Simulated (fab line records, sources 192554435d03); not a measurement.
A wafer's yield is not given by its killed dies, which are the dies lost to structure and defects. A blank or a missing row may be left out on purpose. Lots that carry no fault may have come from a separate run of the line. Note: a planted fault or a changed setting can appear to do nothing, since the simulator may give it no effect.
3 desks, one fault | flow n5_finfet | what lay behind the numbers comes last; until then each desk has only its own

== AT THE METROLOGY DESK ==
What the gauges read, lot by lot, whatever tool the lot ran on: means of the sampled wafers that have a number. A lot is out of limits, marked OUT, if its mean lies more than 4 standard deviations from the usual mean; the brackets give that distance. 7 of its 14 readings are shown, namely those furthest out on some lot.
Columns: A = cd_nm at N5_FIN_SAQP_CD_MEAS_16, usual 35.7 nm; B = DIBL_P at N5_BEOL_M4_RC_MEAS_101, usual 37.4 mV/V; C = IOFF_P at N5_BEOL_M4_RC_MEAS_101, usual 0.23 nA/um; D = ION_N at N5_BEOL_M4_RC_MEAS_101, usual 683 uA/um; E = ION_P at N5_BEOL_M4_RC_MEAS_101, usual 467 uA/um; F = SS_P at N5_BEOL_M4_RC_MEAS_101, usual 73.5 mV/dec; G = VT_P at N5_BEOL_M4_RC_MEAS_101, usual -250 mV
lot  | first seen here | A    | B    | C    | D   | E   | F    | G
L591 | day 2 21:38     | 36.0 | 33.4 | 0.16 | 666 | 454 | 72.5 | -255
L598 | day 4 15:51     | 35.4 | 37.9 | 0.24 | 688 | 466 | 73.7 | -250
L601 | day 5 10:41     | 35.8 | 35.2 | 0.20 | 686 | 470 | 72.2 | -250
L604 | day 6 03:20     | 35.3 | 38.6 | 0.24 | 682 | 470 | 73.7 | -249
L606 | day 6 15:09     | 35.9 | 36.0 | 0.22 | 684 | 466 | 73.4 | -248
L610 | day 7 15:21     | 35.9 | 38.9 | 0.22 | 703 | 469 | 73.2 | -251
Finding of this desk: none of the 6 lots has anything out of limits.

== THE DEFECT DESK ==
Inspection counts along the route, by lot: the mean over sampled wafers that carry a number. A lot is out of limits, marked OUT, if its mean lies more than 4 standard deviations from the usual mean; the brackets give that distance.
Columns: A = raw_defect_count at N5_FIN_SAQP_INSPECT_18, usual 387
lot  | first seen here | A
L591 | day 2 22:24     | 512
L598 | day 4 16:37     | 426
L601 | day 5 11:19     | 457
L604 | day 6 04:09     | 375
L606 | day 6 15:55     | 244
L610 | day 7 16:08     | 513
Finding of this desk: none of the 6 lots has anything out of limits.

== AT THE TOOL OWNER'S DESK: pecvd-03 ==
The tool's own readings at N5_FIN_SAQP_HM_DEP_72 (deposits SiO2 from SiH4/N2O, target thk 12 nm, time 7.2 s): means of the sampled wafers that have a number, for each lot that ran on this tool. A lot is out of limits, marked OUT, if its mean lies more than 4 standard deviations from the usual mean; the brackets give that distance.
Columns: A = heater_power_w at N5_FIN_SAQP_HM_DEP_72, usual 699 W; B = showerhead_plenum_p_Torr at N5_FIN_SAQP_HM_DEP_72, usual 8.17 Torr
lot  | first seen here | A   | B
L598 | day 4 16:06     | 625 | 8.24
L601 | day 5 10:56     | 586 | 8.21
L610 | day 7 15:36     | 707 | 8.23
Finding of this desk: none of the 3 lots has anything out of limits.

== PUT TOGETHER ==
Nothing out of limits was seen by the metrology desk.
No out-of-limits result turned up at the defect desk.
Nothing out of limits was seen by the tool owner's desk.

== WHAT HAD BEEN PUT IN BY THE SIMULATOR ==
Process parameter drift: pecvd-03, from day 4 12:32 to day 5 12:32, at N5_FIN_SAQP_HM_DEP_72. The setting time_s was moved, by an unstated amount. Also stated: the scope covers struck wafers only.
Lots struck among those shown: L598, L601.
